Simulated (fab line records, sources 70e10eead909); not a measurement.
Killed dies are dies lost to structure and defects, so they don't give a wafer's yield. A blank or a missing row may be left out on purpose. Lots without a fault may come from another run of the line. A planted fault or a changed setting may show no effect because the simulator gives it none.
Chamber matching | flow nand_harc | NHARC_A_WL_FILL_ALD_10 on ald_hk-04: 4 sister chambers
The step deposits SiO2, target thk 50 nm, pulse time 10 s, ald cycles 500. 8 wafers are shown with their chamber, then 10 later ones without.

WAFERS WITH THEIR CHAMBER
wafer  | chamber | heater_power_w (W) | precursor_pulse_height_rel
L082.2 | 2       | 469                | 0.982
L082.5 | 3       | 519                | 1.022
L086.2 | 2       | 482                | 1.002
L087.2 | 3       | 519                | 0.967
L087.3 | 1       | 474                | 1.012
L087.4 | 0       | 383                | 0.984
L089.2 | 1       | 484                | 0.994
L089.4 | 0       | 382                | 1.016

WAFERS WITHOUT THEIR CHAMBER
wafer  | heater_power_w (W) | precursor_pulse_height_rel
L089.5 | 472                | 0.989
L090.2 | 485                | 1.016
L090.4 | 383                | 1.035
L090.5 | 485                | 0.994
L095.4 | 536                | 0.995
L095.2 | 479                | 1.011
L095.6 | 477                | 1.016
L097.2 | 481                | 1.008
L097.4 | 526                | 1.006
L097.6 | 530                | 1.011

WHICH CHAMBER EACH WENT THROUGH
wafer  | from the rows above     | in truth
L089.5 | can't be placed: 2 or 1 | 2
L090.2 | can't be placed: 1 or 2 | 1
L090.4 | 0                       | 0
L090.5 | can't be placed: 1 or 2 | 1
L095.4 | 3                       | 3
L095.2 | can't be placed: 1 or 2 | 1
L095.6 | can't be placed: 1 or 2 | 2
L097.2 | can't be placed: 1 or 2 | 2
L097.4 | 3                       | 3
L097.6 | 3                       | 3
Placed correctly: 4 of 10. Can't be placed from these rows: 6 (the true chamber is among the candidates in 6). Placed wrongly: 0.
How it was worked out, from the rows above alone: a wafer's distance from a chamber is the root of the sum, over the readings, of the square of ((its reading less the chamber's mean) divided by the reading's scatter). The wafer belongs to the nearest chamber; if the next one is less than 2 further off, it can't be placed. A chamber's mean is the mean of its shown wafers. The scatter: the root of (the sum of the squares of (reading less its chamber's mean) over the shown wafers, divided by (wafers less chambers)).
